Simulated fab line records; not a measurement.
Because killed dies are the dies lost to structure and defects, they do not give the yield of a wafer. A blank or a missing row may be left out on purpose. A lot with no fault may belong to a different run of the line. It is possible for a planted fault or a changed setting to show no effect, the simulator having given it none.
Matching of chambers	flow n5-finfet	N5_BEOL_M10_STRIP_36 on rie-diel-02 has 4 sister chambers
The step strips in N2/H2. 16 wafers are shown with their chamber, then 8 later ones without.

EACH WAFER AND ITS CHAMBER
wafer	chamber	drypump-motor-current-A (A)	throttle-valve-pct (%)	showerhead-plenum-p-Torr (Torr)
L074.2	1	4.6	23.81	2.56
L074.3	0	5.6	24.20	2.62
L074.4	3	5.1	23.41	2.63
L075.4	2	5.5	23.46	2.51
L075.5	2	5.5	23.52	2.51
L075.6	3	5.1	23.45	2.63
L077.4	0	5.6	24.24	2.61
L077.5	3	5.1	23.41	2.62
L077.6	0	5.7	24.21	2.61
L079.2	3	5.1	23.42	2.62
L079.5	1	4.7	23.79	2.55
L079.6	2	5.5	23.47	2.51
L080.2	1	4.7	23.79	2.55
L080.3	2	5.5	23.49	2.51
L080.6	1	4.7	23.82	2.55
L081.3	3	5.1	23.47	2.62

SIGNATURES, as means of the wafers listed above
reading	chamber 0	chamber 1	chamber 2	chamber 3	scatter within a chamber
drypump-motor-current-A	5.633	4.675	5.500	5.100	0.0344
throttle-valve-pct	24.2167	23.8025	23.4850	23.4320	0.0233
showerhead-plenum-p-Torr	2.6133	2.5525	2.5100	2.6240	0.00467
Rule: for each reading, subtract the chamber's mean from the wafer's reading, divide by that reading's scatter and square the result; add these up over the readings and take the root, which gives the wafer's distance from the chamber. The wafer belongs to the nearest chamber; if the next one is less than 2 further off, it can't be placed. The scatter is the square root of a quotient: the sum, over the shown wafers, of each reading's squared deviation from its chamber's mean, divided by wafers minus chambers.

WAFERS WHOSE CHAMBER IS MISSING
wafer	drypump-motor-current-A (A)	throttle-valve-pct (%)	showerhead-plenum-p-Torr (Torr)
L081.5	5.1	23.45	2.62
L081.6	4.7	23.84	2.55
L089.3	5.7	23.96	2.60
L089.4	5.1	23.45	2.61
L089.5	4.7	23.83	2.54
L092.2	5.5	23.53	2.50
L092.5	5.1	23.47	2.61
L092.6	5.5	23.53	2.50

THE CHAMBER EACH PASSED THROUGH
wafer	from the rows above	in truth
L081.5	3	3
L081.6	1	1
L089.3	0	0
L089.4	3	3
L089.5	1	1
L092.2	2	2
L092.5	3	3
L092.6	2	2
Correct placement for 8 of the 8. From these rows, 0 cannot be placed. Wrongly placed: 0.
